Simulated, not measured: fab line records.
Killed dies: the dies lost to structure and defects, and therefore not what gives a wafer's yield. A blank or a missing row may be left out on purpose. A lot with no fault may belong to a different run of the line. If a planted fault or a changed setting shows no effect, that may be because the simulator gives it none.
fab line records	flow nandHarc
[record] lots = 14	wafers = 42	lastDay = 25
route steps=1159 shown P_M0@284 P_M1@305 P_M2@318
lots that met no fault: from a run of the same line without faults
startH: start of the lot's first displayed wafer, in hours after the record's first day	waitH: time in hours since the lot's previous step	" unchanged from the row above	L1.1+2: several wafers, shown together as one row	- either no value or no given start	* or withheld: withheld	< > ~ a bound
route shown NAME@n: NAME is a module with steps in the file, n the number in the route of the first one	usual: mean and standard deviation over wafers with no fault	same: alike in all rows	chamber/n: place in a boat	sites: readings site by site	_std_site: the standard deviation of these	_edge_site: outer sites' mean less inner sites'	radiusMm: for every site, how far away it sits from the centre of the wafer	mask NAME#n: copy n	behind: tool/chamber where the wafer was last shaped	hold: what put the lot on hold/how long, in hours/how the hold closed	device: which transistor (n, p or np) failed to switch	end of line: the route-end tests of the same wafers	for a step that has no rows: nothing shown but its recipe	killed: count of dies lost to structure and defects at first sort (not the wafer's yield)	map: a wafer's dies, marking killed ones x, the rest . and places with no die _
set.NAME: the setting that was run; set.NAME@STEP: the one run at that earlier step	model.NAME: the simulator's own value behind a step, which no gauge read
one table for each step of the route and one row for each wafer, over a sample of lots
services: when a tool's chamber went out of use (startH, in hours from the record's first day, below 0 if earlier), for how many hours, and the reason
[[steps]]
[step NHARC_P_M0_DEP_32]
[recipe] targetThkA = 300	tempC = 370	targetThkNm = 30	pressureTorr = 3	flowSccm = 200	rfW = 450	material = SiCN
[usual] chamberPressureTorr = 3.000/0.0063	heaterPowerOuterW = 335/79	heaterPowerW = 570/96
lot.wafer	tool	chamber	startH	waitH	chamberPressureTorr	heaterPowerOuterW	heaterPowerW
L431.3	pecvd-03	0	132.69	0.1	2.998	312	536
L431.4	"	1	"	"	3.007	303	548
L431.5	"	2	"	"	3.007	235	461
L433.2	pecvd-03	0	146.38	0.1	2.990	386	665
L433.5	"	0	"	"	2.998	392	667
L433.6	"	1	"	"	2.990	326	588
L436.1	pecvd-04	2	154.03	0.1	3.003	296	525
L436.3	"	0	"	"	3.000	310	514
L436.4	"	1	"	"	2.999	321	593
L435.2	pecvd-04	2	156.29	0.1	2.998	305	534
L435.5	"	0	"	"	3.004	333	544
L435.6	"	1	"	"	2.998	254	498
L438.1	pecvd-04	2	171.20	0.1	3.009	261	469
L438.6	"	1	"	"	3.000	335	624
L438.4	"	2	"	"	3.004	266	475
L437.2	pecvd-03	1	173.85	0.1	2.998	321	568
L437.6	"	2	"	"	3.001	247	481
L437.5	"	0	"	"	2.998	389	655
L440.3	pecvd-02	1	196.42	0.1	2.996	441	676
L440.2	"	0	"	"	3.000	260	466
L440.5	"	1	"	"	2.988	429	665
L441.1	pecvd-02	1	197.57	0.1	2.997	358	538
L441.2	"	2	"	"	2.992	444	723
L441.3	"	0	"	"	3.007	270	499
L443.1	pecvd-02	1	204.53	0.1	2.994	395	601
L443.5	"	2	"	"	3.009	487	730
L443.6	"	1	"	"	2.987	397	605
L445.3	pecvd-03	1	219.72	0.1	3.006	327	574
L445.5	"	0	"	"	2.990	345	574
L445.6	"	2	"	"	2.992	223	440
L447.2	pecvd-02	2	223.66	0.1	2.998	515	783
L447.3	"	1	"	"	3.004	343	544
L447.6	"	1	"	"	2.998	348	544
L448.3	pecvd-02	0	229.82	0.1	2.999	278	497
L448.6	"	2	"	"	2.998	405	640
L448.4	"	1	"	"	3.000	441	672
L449.3	pecvd-02	1	237.11	0.1	3.009	428	675
L449.1	"	2	"	"	2.999	513	773
L449.4	"	1	"	"	2.993	346	557
L452.3	pecvd-04	1	257.46	0.1	3.012	307	603
L452.2	"	2	"	"	2.994	299	520
L452.5	"	1	"	"	3.008	323	603
[step NHARC_P_M1_DEGAS_29]
[recipe] tempC = 250	timeS = 60
[usual] heaterPowerW = 340/45
lot.wafer	tool	chamber	startH	waitH	heaterPowerW
L431.4	pvdSputter-03	-	135.14	-	352
L431.3	"	-	"	"	297
L431.5	"	-	"	"	327
L433.2	pvdSputter-02	-	148.80	-	363
L433.6	"	-	"	"	286
L433.5	"	-	"	"	327
L436.3	pvdSputter-03	-	156.53	-	328
L436.1	"	-	"	"	382
L436.4	"	-	"	"	301
L435.2	pvdSputter-03	-	159.27	-	294
L435.6	"	-	"	"	388
L435.5	"	-	"	"	295
L438.1	pvdSputter-02	-	173.50	-	287
L438.4	"	-	"	"	299
L438.6	"	-	"	"	298
L437.2	pvdSputter-01	-	176.23	-	465
L437.5	"	-	"	"	317
L437.6	"	-	"	"	340
L440.3	pvdSputter-02	-	198.76	-	294
L440.2	"	-	"	"	287
L440.5	"	-	"	"	322
L441.1	pvdSputter-02	-	199.90	-	330
L441.2	"	-	"	"	361
L441.3	"	-	"	"	283
L443.1	pvdSputter-02	-	207.02	-	289
L443.6	"	-	"	"	362
L443.5	"	-	"	"	297
L445.3	pvdSputter-03	-	222.03	-	323
L445.5	"	-	"	"	352
L445.6	"	-	"	"	381
L447.2	pvdSputter-01	-	226.23	-	455
L447.3	"	-	"	"	353
L447.6	"	-	"	"	352
L448.4	pvdSputter-03	-	232.27	-	294
L448.3	"	-	"	"	316
L448.6	"	-	"	"	325
L449.3	pvdSputter-03	-	239.58	-	355
L449.1	"	-	"	"	294
L449.4	"	-	"	"	325
L452.3	pvdSputter-02	-	259.85	-	289
L452.2	"	-	"	"	312
L452.5	"	-	"	"	376
[step NHARC_P_M2_DEP_00]
[recipe] targetThkA = 1825	targetThkNm = 182.5	tempC = withheld	pressureTorr = 5	flowSccm = 200	rfW = 600	material = SiOC
[usual] chamberPressureTorr = 5.001/0.01	rfFwdPowerW = 599.1/1.7
lot.wafer	tool	chamber	startH	waitH	chamberPressureTorr	rfFwdPowerW
L431.3	pecvd-04	2	137.30	-	4.993	597.7
L431.4	"	2	"	"	4.975	600.7
L431.5	"	0	"	"	5.013	597.1
L433.2	pecvd-03	1	151.05	-	5.009	601.5
L433.5	"	1	"	"	4.995	598.8
L433.6	"	0	"	"	5.001	599.4
L436.3	pecvd-04	0	159.74	-	5.002	597.6
L436.1	"	1	"	"	4.986	599.2
L436.4	"	0	"	"	5.003	597.6
L435.2	pecvd-04	1	161.44	-	5.003	600.1
L435.6	"	0	"	"	4.991	598.0
L435.5	"	1	"	"	4.990	599.6
L438.1	pecvd-02	0	175.73	-	4.979	597.7
L438.6	"	1	"	"	4.985	598.6
L438.4	"	0	"	"	5.005	595.3
L437.2	pecvd-02	2	178.34	-	4.992	601.2
L437.6	"	0	"	"	5.012	598.0
L437.5	"	1	"	"	5.012	596.7
L440.2	pecvd-03	2	200.92	-	4.985	598.9
L440.3	"	0	"	"	5.005	598.4
L440.5	"	1	"	"	4.990	599.5
L441.2	pecvd-02	2	201.99	-	4.994	601.9
L441.1	"	0	"	"	5.001	600.3
L441.3	"	1	"	"	5.003	599.4
L443.1	pecvd-03	1	209.22	-	4.999	595.0
L443.5	"	0	"	"	5.009	600.1
L443.6	"	1	"	"	5.013	597.8
L445.3	pecvd-04	2	224.44	-	5.000	600.7
L445.5	"	2	"	"	5.004	599.5
L445.6	"	0	"	"	4.976	598.7
L447.2	pecvd-03	1	228.36	-	5.011	599.8
L447.3	"	2	"	"	5.013	600.0
L447.6	"	1	"	"	5.002	599.1
L448.3	pecvd-02	0	234.42	-	-	-
L448.4	"	1	"	"	-	-
L448.6	"	2	"	"	-	-
L449.1	pecvd-03	1	242.05	-	-	-
L449.3	"	2	"	"	-	-
L449.4	"	1	"	"	-	-
L452.2	pecvd-02	1	261.99	-	5.001	598.9
L452.3	"	2	"	"	4.985	603.2
L452.5	"	0	"	"	5.001	595.4
[step NHARC_P_M2_DESCUM_14]
[recipe] timeS = 3	o2FlowSccm = 200	arFlowSccm = 0	biasPowerW = 0	chemistry = O2
[usual] drypumpMotorCurrentA = 5.8/0.33	oesProductAu = 1.007/0.0084	rfVppV = 58.0/0.88	showerheadPlenumPTorr = 1.97/0.065	throttleValvePct = 11.311/0.0088
lot.wafer	tool	chamber	startH	waitH	drypumpMotorCurrentA	oesProductAu	rfHoursCounterH	rfVppV	showerheadPlenumPTorr	throttleValvePct
L431.3	rieDiel-09	0	138.17	0.1	5.6	1.010	19	56.2	1.83	11.305
L431.4	"	1	"	"	5.2	0.991	19	59.7	2.02	11.321
L431.5	"	3	"	"	6.2	1.010	-	58.3	2.07	11.319
L433.2	rieDiel-13	2	152.14	0.1	5.5	1.003	1	57.5	1.96	11.300
L433.5	"	3	"	"	5.6	1.000	-	58.4	2.05	11.294
L433.6	"	0	"	"	5.7	1.014	-	57.9	1.93	11.317
L436.4	rieDiel-13	1	160.72	0.1	6.2	1.008	2	57.5	1.99	11.314
L436.3	"	2	"	"	5.5	1.002	2	57.7	1.96	11.299
L436.1	"	3	"	"	5.7	1.001	2	58.7	2.05	11.309
L435.2	rieDiel-13	1	162.40	0.1	6.2	1.018	2	57.6	1.99	11.309
L435.5	"	3	"	"	5.6	1.002	-	57.1	2.05	11.313
L435.6	"	0	"	"	5.7	1.002	-	58.3	1.93	11.324
L438.4	rieDiel-13	1	176.68	0.1	6.2	1.018	3	57.0	1.99	11.312
L438.1	"	2	"	"	5.5	1.002	2	57.4	1.96	11.314
L438.6	"	3	"	"	5.6	1.008	-	57.4	2.05	11.303
L437.2	rieDiel-13	0	179.40	0.1	5.7	1.012	3	56.9	1.93	11.311
L437.6	"	1	"	"	6.2	1.017	-	58.4	1.99	11.319
L437.5	"	2	"	"	5.5	1.008	-	58.1	1.96	11.316
L440.3	rieDiel-13	1	201.76	0.1	6.2	1.028	3	57.4	1.99	11.327
L440.2	"	2	"	"	5.5	1.012	3	56.5	1.96	11.313
L440.5	"	2	"	"	5.5	1.021	-	57.6	1.96	11.300
L441.3	rieDiel-09	3	203.02	0.1	6.2	1.009	43	58.8	2.06	11.321
L441.1	"	0	"	"	5.6	1.019	40	58.5	1.82	11.312
L441.2	"	1	"	"	5.2	1.001	42	56.5	2.02	11.310
L443.1	rieDiel-13	2	210.03	0.1	5.5	1.006	3	58.0	1.96	11.319
L443.5	"	1	"	"	6.2	1.022	-	59.6	1.99	11.312
L443.6	"	2	"	"	5.5	1.008	-	56.8	1.96	11.320
L445.3	rieDiel-13	0	225.44	0.1	5.7	1.013	4	58.7	1.93	11.298
L445.5	"	1	"	"	6.2	1.017	-	57.4	1.99	11.323
L445.6	"	2	"	"	5.5	1.016	-	56.7	1.96	11.314
L447.2	rieDiel-13	2	229.39	0.1	5.5	1.019	4	58.0	1.96	11.306
L447.3	"	1	"	"	6.2	1.013	4	58.3	1.99	11.297
L447.6	"	3	"	"	5.6	1.001	-	58.5	2.05	11.323
L448.3	rieDiel-13	3	235.34	0.1	5.6	1.012	4	58.3	2.05	11.308
L448.6	"	0	"	"	5.7	1.013	-	58.9	1.93	11.304
L448.4	"	3	"	"	5.6	1.000	-	59.2	2.05	11.316
L449.4	rieDiel-10	0	243.04	0.1	5.7	1.016	13	57.9	2.05	11.310
L449.3	"	1	"	"	5.7	0.997	9	59.5	1.79	11.312
L449.1	"	2	"	"	6.8	0.985	14	60.3	2.03	11.297
L452.2	rieDiel-13	2	263.02	0.1	5.5	1.006	5	56.5	1.96	11.313
L452.3	"	0	"	"	5.7	1.003	6	58.8	1.93	11.318
L452.5	"	1	"	"	6.2	1.007	-	56.7	1.99	11.301
[[services]]
tool	chamber	startH	hours	kind
pecvd-03	-	111.07	13.0	pm
pvdSputter-03	-	113.75	10.0	pm
rieDiel-13	0	132.50	-	clean
rieDiel-13	1	132.50	-	clean
rieDiel-13	2	132.50	-	clean
rieDiel-13	3	132.50	-	clean
pvdSputter-03	-	137.46	9.7	repair
rieDiel-10	3	142.10	11.2	repair
pecvd-02	-	153.13	13.0	pm
pecvd-02	0	153.13	13.0	ventCycle
pecvd-02	1	153.13	13.0	ventCycle
pecvd-02	2	153.13	13.0	ventCycle
pecvd-03	-	154.35	5.4	repair
pvdSputter-01	-	158.00	10.0	pm
rieDiel-09	0	192.44	7.7	repair
rieDiel-13	1	193.98	6.8	repair
pecvd-04	-	195.48	13.0	pm
rieDiel-10	1	200.45	14.6	repair
rieDiel-13	-	202.31	1.1	repair
rieDiel-10	3	205.37	8.3	repair
pvdSputter-02	-	214.00	10.0	pm
pecvd-04	1	229.94	5.4	repair
pecvd-02	2	245.24	9.3	repair
rieDiel-09	-	254.25	9.0	pm
[[key]]
[firstSign] step = NHARC_P_M2_DEP_00	reading = toolRecord	direction = missing
effect none on later readings
metAt NHARC_P_M2_DEP_00
struckLots L448,L449
laterRowsLeftOut L448.3,L448.4,L448.6,L449.1,L449.3,L449.4
sortLeftOut L448.3,L448.4,L448.6,L449.1,L449.3,L449.4
notActingAt NHARC_P_M0_DEP_32,NHARC_P_M1_DEGAS_29,NHARC_P_M2_DESCUM_14
onsetBetween 228.36 234.42
[fault] kind = skippedStepWhole	tool = pecvd-02,pecvd-03	chamber = -	onsetH = 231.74	steps = NHARC_P_M2_DEP_00	scope = struckLotsOnly
// sortLeftOut: the simulated sort isn't trusted on such a fault, so these wafers' sort isn't shown, and their yield isn't known
// laterRowsLeftOut: the simulator's readings of these wafers behind a module that went badly wrong aren't trusted and aren't shown, but for the sort
